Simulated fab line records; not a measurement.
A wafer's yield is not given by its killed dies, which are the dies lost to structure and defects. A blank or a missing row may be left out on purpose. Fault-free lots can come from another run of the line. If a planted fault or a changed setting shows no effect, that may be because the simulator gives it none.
Chamber matching + flow nand-harc + NHARC_A_STAIRCASE_ETCH_444 on rie-diel-03 has 4 sister chambers
The step etches the open film in C4F8/O2, target depth 20400 nm, time 6800 s. 4 wafers are shown with their chamber, then 8 later ones without.

WAFERS, EACH WITH ITS CHAMBER
| wafer  | chamber | rf-vpp-V (V) |
|--------|---------|--------------|
| L659.1 | 3       | 805          |
| L667.1 | 1       | 815          |
| L667.5 | 2       | 805          |
| L672.1 | 0       | 808          |

WAFERS MISSING THEIR CHAMBER
| wafer  | rf-vpp-V (V) |
|--------|--------------|
| L672.6 | 817          |
| L672.4 | 807          |
| L681.2 | 806          |
| L681.4 | 815          |
| L681.5 | 806          |
| L682.1 | 805          |
| L682.3 | 804          |
| L682.4 | 807          |

WHICH CHAMBER EACH WENT THROUGH
| wafer  | from the rows above          | in truth |
|--------|------------------------------|----------|
| L672.6 | 1                            | 1        |
| L672.4 | can't be placed: 0 or 2 or 3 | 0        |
| L681.2 | can't be placed: 2 or 3 or 0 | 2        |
| L681.4 | 1                            | 1        |
| L681.5 | can't be placed: 2 or 3 or 0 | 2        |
| L682.1 | can't be placed: 2 or 3      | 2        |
| L682.3 | can't be placed: 2 or 3      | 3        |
| L682.4 | can't be placed: 0 or 2 or 3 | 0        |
Placed correctly: 2 of 8. From these rows, 6 cannot be placed; in 6 the true chamber is one of the candidates. Placed wrongly: 0.
How it was worked out, from the rows above alone: a wafer's distance from a chamber is the root of the sum, over the readings, of the square of ((its reading less the chamber's mean) divided by the reading's scatter). If the next closest chamber is less than 2 further off than the closest, the wafer can't be placed; otherwise it belongs to the closest. Each chamber's mean is taken over the wafers shown for it. The scatter: with one shown wafer a chamber, the root of the mean of the squares of how far each hidden wafer lies from its nearest shown one.
